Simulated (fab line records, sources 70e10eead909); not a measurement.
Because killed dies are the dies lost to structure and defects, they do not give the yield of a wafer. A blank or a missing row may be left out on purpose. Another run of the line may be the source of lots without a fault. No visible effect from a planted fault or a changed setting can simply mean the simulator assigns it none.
2 desks, one fault / flow nand harc / each desk has only its own numbers; what lay behind them comes last

THE DEFECT DESK
For each lot, the counts of the inspections along the route, averaged over the sampled wafers that have a number. A lot is out of limits, marked OUT, if its mean lies more than 4 standard deviations from the usual mean; the brackets give that distance.
Columns: A = raw defect count at NHARC_A_CHANNEL_HOLE_D1_INSPECT_40, usual 75
lot=L912; first seen here=day 8 14:14; A=101
lot=L913; first seen here=day 9 00:47; A=102
lot=L914; first seen here=day 9 11:22; A=88
lot=L916; first seen here=day 10 10:04; A=113
lot=L918; first seen here=day 11 03:34; A=76
lot=L925; first seen here=day 14 19:11; A=101
lot=L927; first seen here=day 15 03:17; A=62
lot=L928; first seen here=day 15 16:12; A=39
lot=L929; first seen here=day 15 19:16; A=95
lot=L930; first seen here=day 16 05:29; A=100
lot=L931; first seen here=day 16 16:14; A=142
lot=L932; first seen here=day 17 05:03; A=55
lot=L933; first seen here=day 17 16:46; A=44
Finding of this desk: none of the 13 lots has anything out of limits.

AT THE TOOL OWNER'S DESK: rie diel-13
The tool's own readings at NHARC_A_CHANNEL_FILL_D1_STRIP_29 (strips in O2, time 20 s): means of the sampled wafers that have a number, for each lot that ran on this tool. A lot is out of limits, marked OUT, if its mean lies more than 4 standard deviations from the usual mean; the brackets give that distance.
Columns: A = drypump motor current A at NHARC_A_CHANNEL_FILL_D1_STRIP_29, usual 5.9 A; B = oes product au at NHARC_A_CHANNEL_FILL_D1_STRIP_29, usual 1.002 a.u.; C = rf vpp V at NHARC_A_CHANNEL_FILL_D1_STRIP_29, usual 57.8 V; D = showerhead plenum p Torr at NHARC_A_CHANNEL_FILL_D1_STRIP_29, usual 3.58 Torr; E = throttle valve pct at NHARC_A_CHANNEL_FILL_D1_STRIP_29, usual 17.036 %
lot=L914; first seen here=day 11 09:59; A=5.8; B=1.014; C=58.0; D=3.44; E=17.030
lot=L916; first seen here=day 12 05:54; A=6.1; B=0.995; C=58.7; D=3.49; E=17.041
lot=L918; first seen here=day 12 22:41; A=5.5; B=1.006; C=56.3; D=3.29; E=17.033
lot=L925; first seen here=day 16 12:53; A=6.0; B=0.992; C=58.9; D=3.58; E=17.032
lot=L933; first seen here=day 19 15:04; A=5.4; B=1.012; C=56.7; D=3.38; E=17.039
Finding of this desk: none of the 5 lots has anything out of limits.

BROUGHT TOGETHER
No out-of-limits result turned up at the defect desk.
The desk of the tool owner found nothing out of limits.

WHAT HAD BEEN PUT IN BY THE SIMULATOR
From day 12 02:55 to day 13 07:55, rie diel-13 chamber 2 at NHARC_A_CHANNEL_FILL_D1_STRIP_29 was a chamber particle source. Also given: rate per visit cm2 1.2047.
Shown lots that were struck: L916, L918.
